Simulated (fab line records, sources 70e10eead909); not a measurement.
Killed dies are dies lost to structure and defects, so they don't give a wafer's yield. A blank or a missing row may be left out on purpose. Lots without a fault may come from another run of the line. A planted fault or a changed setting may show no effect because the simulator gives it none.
Problem report in the 8D (eight disciplines) form, filled by code | flow nand_harc | the parts of the form that need people (team, actions taken, sign-off) are left out

1. THE PROBLEM
killed_at_periphery at NHARC_END_SORT_01 reads a mean of 628.8 on 6 wafers of 2 lots; wafers without a fault read 3.8 with a standard deviation of 2.4. That is +99 or more standard deviations from the usual mean.
First seen on wafer L996.2, day 29 20:18, on prober-02. The record holds 6 wafers of 2 lots with a number at this step. Rule for "out", or "out of limits": more than 4 standard deviations from the usual mean. The other wafers with a number count as sound.

2. WHAT IT IS AND WHAT IT IS NOT
question                    | is                               | is not
which readings at this step | killed_at_periphery, killed_dies | killed_at_array, killed_at_other, killed_open, killed_short
which lots                  | L996, L997                       | -
which wafers of those lots  | all that have a number           | -
read on which gauges        | prober-01, prober-02             | -
when                        | from day 29 20:18                | up to then (0 sound wafers)

3. SUSPECTS, AND WHAT RULES EACH OUT
Counting: a tool at a process step up to the reading stays a suspect if it ran every lot that is out and no sound lot after the first of them.
- the gauge at NHARC_END_SORT_01: ruled out. The wafers that are out were read on 2 gauges (prober-01, prober-02).
- implanter-01 at NHARC_P_ZERO_WELL_IMPLANT_55: kept. It ran every lot that is out, first L996 (day 7 02:02), and no sound lot after that.
Left after counting: implanter-01 at NHARC_P_ZERO_WELL_IMPLANT_55.

4. THE CAUSE (what the simulator had put in)
Skipped step whole: implanter-01, from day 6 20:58 on, at NHARC_P_ZERO_WELL_IMPLANT_55. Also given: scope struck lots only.
Counting left only this tool.

5. THE CHAIN OF EFFECTS, in route order
Each row: a reading whose mean over the struck wafers that have a number lies more than 3 standard deviations from the usual. Only readings for which the record gives a usual standard deviation are gone through. hours: the time from each lot's start at the first step in this table that gives one to its start at this step, as a median over the lots. sigmas: the change in usual standard deviations.
hours | step              | reading             | usual | on struck wafers | change | sigmas
0     | NHARC_END_SORT_01 | killed_at_periphery | 3.8   | 628.8            | +625.0 | +99 or more
0     | NHARC_END_SORT_01 | killed_dies         | 58    | 677              | +619   | +29
Readings that are blank on the struck wafers while sound wafers have them: beam_energy_keV at NHARC_P_ZERO_WELL_IMPLANT_55; beam_on_s at NHARC_P_ZERO_WELL_IMPLANT_55.

6. WHAT WOULD HAVE CAUGHT IT SOONER
In this record the first reading out of limits at a measuring or inspecting step was taken at day 29 20:18, 551 hours after the fault began at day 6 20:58.
At NHARC_P_ZERO_WELL_IMPLANT_55 the tool's readings are blank on the struck wafers, where sound wafers have them: an empty tool record is the first sign, and it was there at once.
All the lots that are out (2) had begun NHARC_P_ZERO_WELL_IMPLANT_55 on implanter-01 by day 29 20:18. A hold on the tool at that time would have spared none of them.
